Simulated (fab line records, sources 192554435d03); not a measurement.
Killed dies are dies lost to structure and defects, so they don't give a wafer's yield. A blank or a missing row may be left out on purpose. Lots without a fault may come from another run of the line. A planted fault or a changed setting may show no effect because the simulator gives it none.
Which tool did it? | flow n5_finfet | 9 lots, 27 wafers sampled, at 5 steps of a route of 1938

WHAT THE GAUGES READ, wafer by wafer
N5_BEOL_M4_RC_MEAS_101.
lot  | measured     | on        | DIBL_N (mV/V)
L432 | day 8 15:29  | prober-01 | 35.6 39.3 37.9
L433 | day 8 15:54  | prober-02 | 34.8 35.0 33.1
L440 | day 10 10:04 | prober-01 | 35.4 33.4 37.0
L441 | day 10 14:34 | prober-01 | 34.5 36.8 36.8
L444 | day 11 18:20 | prober-02 | 33.6 35.7 34.1
L446 | day 11 15:32 | prober-01 | 33.4 32.9 36.4
L452 | day 13 15:20 | prober-01 | 35.9 39.2 35.8
L454 | day 14 15:19 | prober-01 | 35.5 32.7 35.4
L455 | day 14 14:02 | prober-02 | 38.0 36.1 36.0

WHICH TOOL RAN EACH LOT (tool, then ch and the chambers of the sampled wafers, then the start)
lot  | N5_HKMG_FIN_STRIP_88                 | N5_HKMG_FIN_ALD_72            | N5_HKMG_FIN_CMP_94            | N5_GATE_CUT_ETCHBACK_00
L432 | plasma_asher-02 ch 1, day 4 03:23    | cvd_w-02 ch 0,1, day 4 05:29  | cmp-02 ch 0,2,3, day 4 06:10  | rie_metal-01 ch 0,1, day 4 06:24
L433 | plasma_asher-01 ch 0,1, day 4 13:16  | cvd_w-01 ch 0,1, day 4 15:12  | cmp-02 ch 0,2,3, day 4 15:52  | rie_metal-02 ch 0,1, day 4 16:08
L440 | plasma_asher-02 ch 0,1, day 6 11:42  | cvd_w-02 ch 0,1, day 6 13:38  | cmp-04 ch 1,2,3, day 6 14:17  | rie_metal-02 ch 0,1, day 6 14:33
L441 | plasma_asher-02 ch 0, day 6 14:52    | cvd_w-02 ch 0,1, day 6 16:47  | cmp-03 ch 0,1,2, day 6 17:29  | rie_metal-01 ch 0,1, day 6 17:42
L444 | plasma_asher-01 ch 0,1, day 7 14:29  | cvd_w-02 ch 0,1, day 7 16:25  | cmp-02 ch 1,3, day 7 17:04    | rie_metal-01 ch 0,1, day 7 17:20
L446 | plasma_asher-01 ch 0,1, day 7 23:08  | cvd_w-01 ch 0,1, day 8 01:12  | cmp-02 ch 0,2, day 8 01:53    | rie_metal-03 ch 0,1, day 8 02:07
L452 | plasma_asher-02 ch 0,1, day 9 10:15  | cvd_w-02 ch 0,1, day 9 12:07  | cmp-04 ch 2,3, day 9 12:46    | rie_metal-03 ch 0,1, day 9 13:02
L454 | plasma_asher-01 ch 0,1, day 10 02:10 | cvd_w-02 ch 0,1, day 10 04:05 | cmp-02 ch 0,1,3, day 10 04:46 | rie_metal-01 ch 0,1, day 10 05:01
L455 | plasma_asher-02 ch 0,1, day 10 02:18 | cvd_w-01 ch 0,1, day 10 04:13 | cmp-04 ch 0,1,2, day 10 04:56 | rie_metal-02 ch 0, day 10 05:08
- N5_HKMG_FIN_STRIP_88: strips in N2/H2, time 360 s.
- N5_HKMG_FIN_ALD_72: deposits W, target thk 2 nm, pulse time 1 s, purge time 2 s.
- N5_HKMG_FIN_CMP_94: polishes, stops on SiNx, t overpolish 4.7 s, target thk 43.299 nm.
- N5_GATE_CUT_ETCHBACK_00: etches W in SF6/Cl2.

THE ANSWER, worked out from the rows above alone
Rule: what is usual is taken from the lots themselves. Put in order of their means at a reading, lots are off if they are a third of the lots or fewer, leave a main group of 4 or more, and stand apart from it by a gap of 3 or more times the standard deviation of the main group's means; of several such gaps the widest counts. A main group whose means are all the same, to the digits that the tables above print for the reading, isn't used. A lot without any number at a reading at which 4 lots or more have one is off too. The other lots that the step has rows for count as sound.
No lot is off at any reading shown: from this, nothing can be told.

WHAT THE SIMULATOR HAD PUT IN
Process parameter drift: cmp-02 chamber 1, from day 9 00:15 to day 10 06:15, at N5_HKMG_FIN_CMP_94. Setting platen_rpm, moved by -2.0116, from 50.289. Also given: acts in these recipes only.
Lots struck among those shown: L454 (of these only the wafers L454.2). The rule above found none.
